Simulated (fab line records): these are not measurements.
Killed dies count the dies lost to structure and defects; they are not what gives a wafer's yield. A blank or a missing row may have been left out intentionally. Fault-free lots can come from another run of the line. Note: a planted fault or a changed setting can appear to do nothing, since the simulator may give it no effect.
Split-lot experiment | flow n5_finfet | 21 wafers read from 7 lots, route of 1938 steps

== SPLIT DETAILS ==
At N5_BEOL_M1_COAT_05 (resist thk 30 nm), the setting spin_rpm was moved away from the recipe's 1500 rpm on 7 of the 21 wafers read, by -9.5% to +9.9%. For the rest of the wafers, this setting stayed at what the recipe calls for.

== FROM THE SPLIT TO THE READING: what the file shows between them, 4 steps ==
- N5_BEOL_M1_EBR_07
- N5_BEOL_M1_SOFTBAKE_06: time 60 s
- N5_BEOL_M1_EXPOSE_08: exposes mask M1
- N5_BEOL_M1_PEB_09: peb time 60 s

== THE READING ==
CAR-EUV_of_BEOL_M1_COAT_05.thk_nm (the simulator's own value, which no gauge read), in nm, at N5_BEOL_M1_DEVELOP_10 (develop time 30 s). The file gives no usual value for it. Average 29.5 nm, standard deviation 0.12 nm, over the 14 wafers here run with the recipe.

wafer  | tool, chamber at the split | spin_rpm as run, rpm | against the recipe | CAR-EUV_of_BEOL_M1_COAT_05.thk_nm, nm | against lot-mates on the recipe
L077.2 | litho_track-02, 0          | 1500                 | recipe             | 29.6                                  | -
L077.4 | litho_track-02, 0          | 1500                 | recipe             | 29.6                                  | -
L077.6 | litho_track-02, 0          | 1500                 | recipe             | 29.4                                  | -
L078.3 | litho_track-01, 0          | 1649                 | +9.9%              | 28                                    | -1.4
L078.5 | litho_track-01, 0          | 1649                 | +9.9%              | 28                                    | -1.4
L078.6 | litho_track-01, 0          | 1500                 | recipe             | 29.4                                  | -
L083.3 | litho_track-01, 0          | 1587                 | +5.8%              | 28.8                                  | -0.8
L083.4 | litho_track-01, 0          | 1500                 | recipe             | 29.6                                  | -
L083.5 | litho_track-01, 0          | 1500                 | recipe             | 29.6                                  | -
L085.2 | litho_track-02, 0          | 1500                 | recipe             | 29.4                                  | -
L085.3 | litho_track-02, 0          | 1437                 | -4.2%              | 30                                    | +0.5
L085.5 | litho_track-02, 0          | 1500                 | recipe             | 29.6                                  | -
L086.3 | litho_track-03, 0          | 1358                 | -9.5%              | 31.2                                  | +1.4
L086.4 | litho_track-03, 0          | 1358                 | -9.5%              | 31.2                                  | +1.4
L086.6 | litho_track-03, 0          | 1500                 | recipe             | 29.8                                  | -
L089.3 | litho_track-02, 0          | 1500                 | recipe             | 29.4                                  | -
L089.5 | litho_track-02, 0          | 1500                 | recipe             | 29.4                                  | -
L089.6 | litho_track-02, 0          | 1442                 | -3.9%              | 30                                    | +0.6
L097.1 | litho_track-03, 0          | 1500                 | recipe             | 29.6                                  | -
L097.4 | litho_track-03, 0          | 1500                 | recipe             | 29.6                                  | -
L097.5 | litho_track-03, 0          | 1500                 | recipe             | 29.6                                  | -

FIT RESULTS
A straight line over all 21 wafers: CAR-EUV_of_BEOL_M1_COAT_05.thk_nm changes by -0.158 nm for each +1% of spin_rpm; r = -0.98; the points scatter about the line by 0.13 nm.
The same after taking each lot's own level away (the mean of its wafers on the recipe; 21 wafers): -0.143 nm for each +1%; r = -1.00; scatter 0.058 nm.
According to that fit, moving spin_rpm by its largest amount changes the reading by 1.4 nm.
Measured against the standard deviation above, the lots' own levels, which go from 29.40 to 29.80 nm, span 3.4 times it.
So the slope is not independent of the lot-to-lot level: the two fits are not the same.
Check: -1.42 nm against its lot-mates is what the line predicts for one of the wafers moved furthest among these (+9.9%) when that wafer is left out of the fit. Against them it came out at -1.4 nm.

== THE WHOLE CHAIN: every reading that the file lists as answering this split, in the file's order ==
step                  | what it does      | reading                                                                            | change (the file's fit)               | r (the file's)
N5_BEOL_M1_COAT_05    | resist thk 30 nm  | CAR-EUV_of_BEOL_M1_COAT_05.thk_nm (the simulator's own value, which no gauge read) | -0.149 nm for each +1% of the setting | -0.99
N5_BEOL_M1_DEVELOP_10 | develop time 30 s | CAR-EUV_of_BEOL_M1_COAT_05.thk_nm (the simulator's own value, which no gauge read) | -0.142 nm for each +1% of the setting | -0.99

== THE FILE'S OWN FIT ==
CAR-EUV_of_BEOL_M1_COAT_05.thk_nm changes by -0.142 nm for each +1% of spin_rpm, r = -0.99.
